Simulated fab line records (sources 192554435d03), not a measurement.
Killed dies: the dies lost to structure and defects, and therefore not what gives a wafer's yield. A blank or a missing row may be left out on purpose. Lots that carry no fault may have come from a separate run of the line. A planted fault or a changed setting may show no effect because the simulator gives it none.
A struck lot beside a sound one	flow n5Finfet	18 out of 1938 route steps
Sound: wafers L461.2, L461.3, L461.4. Struck: wafer L478.3. (L478.4 of the same lot was not struck and is left out.) The cause comes at the end.
At each step with rows: each side's tool, then ch and its chambers, then its first start. Under that, the readings that differ: sound wafers	struck wafers	difference of the means	sigmas: that difference in standard deviations of wafers without a fault.
alike: readings with means less than 2 such deviations apart, plus words and numbers identical on both sides. not compared: withheld readings, readings lacking a value on some wafer, bounds such as >300 that could conceal the same value, and numbers that have no deviation in the record and whose values overlap.
A row with sigmas, a row that says differs or no value, or rows on one side alone: a step with any of these is where the two part. Non-overlapping numbers with no deviation appear without sigmas and do not part them. A reading missing from all wafers of one side parts the sides only when that side holds two or more wafers.

first, 3 steps without rows for these wafers: N5_BEOL_M3_ANNEAL_82 (time 240 s); N5_BEOL_M3_SPUTTER_86 (material Cu, target thk 4.5 nm, time 8.29 s); N5_BEOL_M3_ANNEAL_87 (time 240 s).
N5_BEOL_M3_SPUTTER_88: material Cu, target thk 4.5 nm, time 8.29 s.
  struck on pvdSputter-01, day 11 16:17; sound on pvdSputter-01, day 7 04:01
  alike: throttleValvePct
N5_BEOL_M3_ANNEAL_89: time 240 s.
  struck on pvdSputter-01, day 11 16:22; sound on pvdSputter-01, day 7 04:06
  alike: heaterPowerW
N5_BEOL_M3_SPUTTER_90: material Cu, target thk 4.5 nm, time 8.29 s.
  struck on pvdSputter-01, day 11 16:31; sound on pvdSputter-01, day 7 04:14
  alike: throttleValvePct
N5_BEOL_M3_ANNEAL_91: time 240 s.
  struck on pvdSputter-01, day 11 16:35; sound on pvdSputter-01, day 7 04:19
  alike: heaterPowerW
N5_BEOL_M3_SPUTTER_92: material Cu, target thk 4.5 nm, time 8.29 s.
  struck on pvdSputter-01, day 11 16:44; sound on pvdSputter-01, day 7 04:28
  alike: throttleValvePct
then, 4 steps without rows for these wafers: N5_BEOL_M3_ANNEAL_93 (time 240 s); N5_BEOL_M3_SPUTTER_94 (material Cu, target thk 4.5 nm, time 8.29 s); N5_BEOL_M3_ANNEAL_95 (time 240 s); N5_BEOL_M3_SPUTTER_96 (material Cu, target thk 4.5 nm, time 8.29 s).
N5_BEOL_M3_ECD_50: material Cu, target thk 300 nm.
  sound on ecdCu-01 ch 0,1, day 7 05:01; struck on ecdCu-01 ch 0, day 11 17:19
reading	sound	struck	difference	sigmas
model.Cu_of_BEOL_M3_ECD_50.thkNm (nm)	307.2 298.2 300.8	479	+177	
then, 1 step without rows for these wafers: N5_BEOL_M3_ANNEAL_51 (time 90 s).
N5_BEOL_M3_CMP_52: polishes, stops on SiOC, t overpolish 6.8 s, target thk 40 nm.
  sound on cmp-01 ch 0,1,3, day 7 05:25; struck on cmp-01 ch 3, day 11 17:40
reading	sound	struck	difference	sigmas
timeToEndpointS (s)	66 60 66	98	+34	+8
  alike: clearingPlatenDownForcePsi, motorCurrentA
N5_BEOL_M3_THK_MEAS_53: measures by xrf.
  struck on filmMetro-01, day 11 17:58; sound on filmMetro-02, day 7 05:43
  alike: M3_THK
N5_BEOL_M4_RC_MEAS_101:
  sound on prober-02 ch 0, day 7 19:30; struck on prober-01 ch 0, day 12 19:41
reading	sound	struck	difference	sigmas
VT_P (mV)	-251 -249 -245	-256	-8	-2
  alike: DIBL_N, DIBL_P, IOFF_N, IOFF_P, ION_N, ION_P, SS_N, SS_P, VT_N
-- the record jumps here: 5 days lie between the struck wafers' starts before and after (it left off in module BEOL_M4 and takes up again in module PASSIVATION, whose first step shown is number 1936 of the route) --
N5_PASSIVATION_PROBE_49:
  the record has rows for the struck wafers here (prober-02, day 17 13:42) and none for the sound ones

## WHERE THEY PART
First at N5_BEOL_M3_CMP_52; last, within this record, at N5_PASSIVATION_PROBE_49.

WHY: what had been put in by the simulator
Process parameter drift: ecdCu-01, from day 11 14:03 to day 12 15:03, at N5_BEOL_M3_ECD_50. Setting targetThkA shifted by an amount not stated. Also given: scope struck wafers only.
